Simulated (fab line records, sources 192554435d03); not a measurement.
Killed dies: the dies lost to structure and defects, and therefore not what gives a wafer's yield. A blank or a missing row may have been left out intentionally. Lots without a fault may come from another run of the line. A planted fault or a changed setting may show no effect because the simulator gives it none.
Split-lot study | flow n5Finfet | 7 lots, 21 wafers read, on a route of 1938 steps

THE SPLIT
At N5_BEOL_M13_DEP_53 (deposits SiCN from 3MS/NH3, target thk 50 nm, time 17.8 s), the setting timeS was moved away from the recipe's 17.8 s on 13 of the 21 wafers read, by -12.7% to +13.6%. For the rest of the wafers, this setting stayed at what the recipe calls for.

The reading is taken at the split's own step.

THE READING
SiCN_of_BEOL_M13_DEP_53.thkNm (the simulator's own value, which no gauge read), in nm, at N5_BEOL_M13_DEP_53 (deposits SiCN from 3MS/NH3, target thk 50 nm, time 17.8 s). There is no usual value for it anywhere in the file. Here, 8 wafers ran the recipe; their average is 50.0 nm with a standard deviation of 1.2 nm.

wafer  | tool, chamber at the split | timeS as run, s | against the recipe | SiCN_of_BEOL_M13_DEP_53.thkNm, nm | against lot-mates on the recipe
L075.3 | pecvd-03, 2                | 16.96           | -4.7%              | 47.8                              | -4.6
L075.5 | pecvd-03, 0                | 17.8            | recipe             | 52.4                              | -
L075.6 | pecvd-03, 1                | 16.96           | -4.7%              | 49.6                              | -2.8
L077.1 | pecvd-04, 0                | 17.8            | recipe             | 51                                | -
L077.2 | pecvd-04, 1                | 17.04           | -4.3%              | 46.6                              | -4.4
L077.6 | pecvd-04, 1                | 17.04           | -4.3%              | 46.8                              | -4.2
L083.1 | pecvd-04, 0                | 17.8            | recipe             | 50.6                              | -
L083.3 | pecvd-04, 1                | 17.8            | recipe             | 48.8                              | -
L083.6 | pecvd-04, 1                | 17.8            | recipe             | 49.4                              | -
L080.1 | pecvd-03, 1                | 20.22           | +13.6%             | 56                                | no lot-mate on the recipe
L080.3 | pecvd-03, 2                | 20.22           | +13.6%             | 55.4                              | no lot-mate on the recipe
L080.6 | pecvd-03, 1                | 20.22           | +13.6%             | 57                                | no lot-mate on the recipe
L091.2 | pecvd-02, 0                | 17.8            | recipe             | 49                                | -
L091.5 | pecvd-02, 2                | 15.57           | -12.5%             | 42.8                              | -6.2
L091.6 | pecvd-02, 1                | 15.57           | -12.5%             | 44                                | -5.0
L090.3 | pecvd-03, 1                | 15.54           | -12.7%             | 43.6                              | -6.8
L090.5 | pecvd-03, 2                | 17.8            | recipe             | 50.4                              | -
L090.6 | pecvd-03, 1                | 15.54           | -12.7%             | 44.2                              | -6.2
L095.2 | pecvd-02, 0                | 17.8            | recipe             | 48.8                              | -
L095.3 | pecvd-02, 2                | 15.57           | -12.5%             | 43                                | -5.8
L095.6 | pecvd-02, 0                | 15.57           | -12.5%             | 43.2                              | -5.6

FIT RESULTS
A straight line over all 21 wafers: SiCN_of_BEOL_M13_DEP_53.thkNm changes by +0.488 nm for each +1% of timeS; r = +0.97; the points scatter about the line by 1.1 nm.
The same after taking each lot's own level away (the mean of its wafers on the recipe; 18 wafers): +0.461 nm for each +1%; r = +0.94; scatter 1 nm.
According to that fit, moving timeS by its largest amount changes the reading by 6.3 nm.
The span of the lots' own levels, 48.80 to 52.40 nm, comes to 3.0 times the standard deviation stated above.
Consequently the slope shifts little with the lot-to-lot level, the two slopes agreeing.
Check: -6.24 nm against its lot-mates is what the line predicts for one of the wafers moved furthest among these (-12.7%) when that wafer is left out of the fit. It came out at -6.8 nm against them.

FURTHER SPLITS ON THESE WAFERS
Before the reading, these wafers also passed through other splits. Each is held against what the fit with the lots' levels taken away leaves over:
other split on the same wafers | wafers away from the commonest value | r with SiCN_of_BEOL_M13_DEP_53.thkNm (lot level and that fit taken away)
N5_BEOL_M11_COAT_60 spinRpm    | 7                                    | +0.28
N5_BEOL_M13_ILD_DEP_00 timeS   | 5                                    | +0.23
N5_BEOL_M13_EXPOSE_07 doseMj   | 9                                    | +0.47

THE FILE'S OWN FIT
SiCN_of_BEOL_M13_DEP_53.thkNm changes by +0.504 nm for each +1% of timeS, r = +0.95.
